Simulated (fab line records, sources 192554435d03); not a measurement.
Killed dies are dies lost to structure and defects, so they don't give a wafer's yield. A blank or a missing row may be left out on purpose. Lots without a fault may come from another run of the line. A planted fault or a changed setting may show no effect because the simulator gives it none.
A struck lot beside a sound one | flow n5_finfet | 41 steps out of a route of 1938
Sound: wafers L216.3, L216.5, L216.6. Struck: wafer L228.6. (L228.2 of the same lot was not struck and is left out.) The cause comes at the end.
At each step with rows: each side's tool, then ch and its chambers, then its first start. Under that, the readings that differ: sound wafers | struck wafers | difference of the means | sigmas: that difference in standard deviations of wafers without a fault.
alike: readings whose means differ by less than 2 such deviations, and words and numbers that are the same on both sides. not compared: withheld readings, readings that some wafer has no value for, bounds like >300 that may hide the same value, and numbers for which the record gives no deviation and whose values overlap.
The two part at a step that has a row with sigmas, a row that says differs or no value, or rows on one side only. Numbers that don't overlap but have no deviation are shown without sigmas and don't part them. A reading that every wafer of one side lacks parts them only if that side has two wafers or more.

first, 2 steps without rows for these wafers: N5_BEOL_M13_DEVELOP_27 (develop time 45 s); N5_BEOL_M13_HARDBAKE_32 (time 120 s).
N5_BEOL_M13_CD_MEAS_28: target cd 209.5 nm.
  sound on cd_sem-01 ch 0, day 11 03:51; struck on cd_sem-01 ch 0, day 14 16:16
  alike: cd_nm
N5_BEOL_M13_OVL_MEAS_29:
  sound on overlay-01 ch 0, day 11 03:53; struck on overlay-02 ch 0, day 14 16:17
  alike: M13_OVL
N5_BEOL_M13_INSPECT_30: inspects for defects (macro).
  sound on defect_inspect-02, day 11 03:55; struck on defect_inspect-01, day 14 16:19
  reading          | sound | struck | difference | sigmas
  raw_defect_count | 3 1 0 | 5      | +4         | +3
N5_BEOL_M13_DESCUM_33: chemistry O2, time 7.9 s.
  sound on rie_diel-02 ch 1,2,3, day 11 03:56; struck on rie_diel-02 ch 2, day 14 16:21
  alike: drypump_motor_current_A, oes_product_au, rf_fwd_power_W, rf_vpp_V, showerhead_plenum_p_Torr, throttle_valve_pct
  not compared: rf_hours_counter_h
N5_BEOL_M13_ETCH_67: etches SiARC in CF4, target depth 143 nm, time 238.3 s.
  sound on rie_diel-02 ch 1,2,3, day 11 03:58; struck on rie_diel-02 ch 2, day 14 16:23
  alike: drypump_motor_current_A, etch_rf_on_time_s, oes_product_au, rf_fwd_power_W, rf_vpp_V, showerhead_plenum_p_Torr, throttle_valve_pct
  not compared: rf_hours_counter_h
then, 2 steps without rows for these wafers: N5_BEOL_M13_ETCH_68 (etches SOC in N2/H2, time 355 s); N5_BEOL_M13_STRIP_69 (strips in N2/H2).
N5_BEOL_M13_TRENCH_ETCH_34: etches SiOC in C4F8/O2/Ar, target depth 413.47 nm, time 162.6 s.
  sound on rie_diel-02 ch 1,2,3, day 11 04:20; struck on rie_diel-02 ch 2, day 14 16:45
  alike: drypump_motor_current_A, he_outer_torr, oes_product_au, rf_fwd_power_W, rf_vpp_V, showerhead_plenum_p_Torr, throttle_valve_pct
  not compared: rf_hours_counter_h
then, 1 step without rows for these wafers: N5_BEOL_M13_STRIP_70 (strips in C4F8/O2/Ar).
N5_BEOL_M13_OCD_MEAS_35:
  sound on ocd-02, day 11 04:31; struck on ocd-02, day 14 16:56
  alike: trench_depth_nm
N5_BEOL_M13_STRIP_37: strips in N2/H2.
  sound on plasma_asher-02 ch 0,1, day 11 04:35; struck on plasma_asher-02 ch 0, day 14 16:58
  alike: drypump_motor_current_A, h2_flow_sccm, heater_power_w, oes_product_au
  not compared: rf_hours_counter_h
then, 5 steps without rows for these wafers: N5_BEOL_M13_ETCH_38 (etches SiCN in CF4/N2, target depth 67.5 nm, time 71.9 s); N5_BEOL_M13_PRECLEAN_39 (cleans in residue remover, time 60 s); N5_BEOL_M13_SRD_40 (time 30 s, dry time 30 s); N5_BEOL_M13_DEGAS_41 (time 60 s); N5_BEOL_M13_PRE_CLEAN_42 (time 30 s).
N5_BEOL_M13_SPUTTER_43: material TaN, target thk 15 nm, time 24.19 s.
  sound on pvd_sputter-01, day 11 05:02; struck on pvd_sputter-02, day 14 18:23
  alike: throttle_valve_pct
N5_BEOL_M13_SPUTTER_44: material Ta, target thk 10 nm, time 16.13 s.
  sound on pvd_sputter-01, day 11 05:07; struck on pvd_sputter-02, day 14 18:28
  alike: throttle_valve_pct
then, 4 steps without rows for these wafers: N5_BEOL_M13_SPUTTER_45 (material Cu, target thk 80 nm, time 13.33 s); N5_BEOL_M13_ECD_47 (material Cu, target thk 936 nm); N5_BEOL_M13_ANNEAL_48 (time 90 s); N5_BEOL_M13_CMP_49 (polishes, stops on SiOC, t overpolish 17.1 s, target thk 420 nm).
N5_BEOL_M13_THK_MEAS_50: measures by xrf.
  sound on film_metro-02, day 11 06:41; struck on film_metro-01, day 14 19:25
  reading      | sound       | struck | difference | sigmas
  M13_THK (nm) | 409 428 420 | 432    | +13        | +2
then, 2 steps without rows for these wafers: N5_BEOL_M13_PRE_CLEAN_52 (time 15 s); N5_BEOL_M13_DEP_53 (deposits SiCN from 3MS/NH3, target thk 50 nm, time 17.8 s).
N5_BEOL_M13_RS_MEAS_54: measures by four-point-probe.
  sound on film_metro-02, day 11 06:49; struck on film_metro-01, day 14 19:32
  alike: M13_RS
then, 1 step without rows for these wafers: N5_BEOL_M14_ILD_DEP_00 (deposits SiO2 from TEOS/O2, target thk 1119.3 nm, time 237.4 s).
N5_BEOL_M14_THK_MEAS_01:
  sound on film_metro-01, day 11 07:05; struck on film_metro-01, day 14 19:52
  alike: M14_ILD_THK
then, 8 steps without rows for these wafers: N5_BEOL_M14_COAT_58 (time 60 s, resist thk 89 nm); N5_BEOL_M14_COAT_04 (resist thk 800 nm); N5_BEOL_M14_EBR_06; N5_BEOL_M14_SOFTBAKE_05 (time 60 s); N5_BEOL_M14_EXPOSE_07 (exposes mask V13); N5_BEOL_M14_PEB_08 (peb time 90 s); N5_BEOL_M14_DEVELOP_09 (develop time 45 s); N5_BEOL_M14_HARDBAKE_14 (time 120 s).
N5_BEOL_M14_CD_MEAS_10: target cd 250 nm.
  sound on cd_sem-01 ch 0, day 11 07:23; struck on cd_sem-01 ch 0, day 14 20:11
  alike: cd_nm
N5_BEOL_M14_OVL_MEAS_11:
  sound on overlay-02 ch 0, day 11 07:25; struck on overlay-01 ch 0, day 14 20:13
  alike: V13_OVL
N5_PASSIVATION_PROBE_49:
  the record has rows for the struck wafers here (prober-01, day 16 08:27) and none for the sound ones

WHERE THEY PART
First at N5_BEOL_M13_INSPECT_30; last, within this record, at N5_PASSIVATION_PROBE_49.

WHY: what the simulator had put in
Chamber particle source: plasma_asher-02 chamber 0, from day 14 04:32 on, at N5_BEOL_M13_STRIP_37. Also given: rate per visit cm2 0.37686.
